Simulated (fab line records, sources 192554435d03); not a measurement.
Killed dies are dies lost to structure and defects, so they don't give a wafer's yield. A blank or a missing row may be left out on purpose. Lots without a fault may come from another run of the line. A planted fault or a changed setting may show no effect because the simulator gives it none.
Chamber matching | flow n5_finfet | N5_BEOL_M4_ETCH_77 on rie_diel-03: 4 sister chambers
The step etches underlayer in N2/H2, target depth 6.5 nm, time 5.2 s. 4 wafers are shown with their chamber, then 9 later ones without.

WAFERS WITH THEIR CHAMBER
wafer  | chamber | showerhead_plenum_p_Torr (Torr)
L080.5 | 1       | 2.50
L084.5 | 2       | 2.65
L085.4 | 3       | 2.43
L085.6 | 0       | 2.49

WAFERS WITHOUT THEIR CHAMBER
wafer  | showerhead_plenum_p_Torr (Torr)
L089.1 | 2.49
L089.2 | 2.64
L089.4 | 2.43
L092.1 | 2.49
L092.2 | 2.64
L092.3 | 2.49
L097.1 | 2.42
L097.4 | 2.63
L097.6 | 2.64

WHICH CHAMBER EACH WENT THROUGH
wafer  | from the rows above     | in truth
L089.1 | can't be placed: 0 or 1 | 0
L089.2 | 2                       | 2
L089.4 | 3                       | 3
L092.1 | can't be placed: 0 or 1 | 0
L092.2 | 2                       | 2
L092.3 | can't be placed: 0 or 1 | 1
L097.1 | 3                       | 3
L097.4 | 2                       | 2
L097.6 | 2                       | 2
Placed correctly: 6 of 9. Can't be placed from these rows: 3 (the true chamber is among the candidates in 3). Placed wrongly: 0.
How it was worked out, from the rows above alone: a wafer's distance from a chamber is the root of the sum, over the readings, of the square of ((its reading less the chamber's mean) divided by the reading's scatter). The wafer belongs to the nearest chamber; if the next one is less than 2 further off, it can't be placed. A chamber's mean is the mean of its shown wafers. The scatter: with one shown wafer a chamber, the root of the mean of the squares of how far each hidden wafer lies from its nearest shown one.
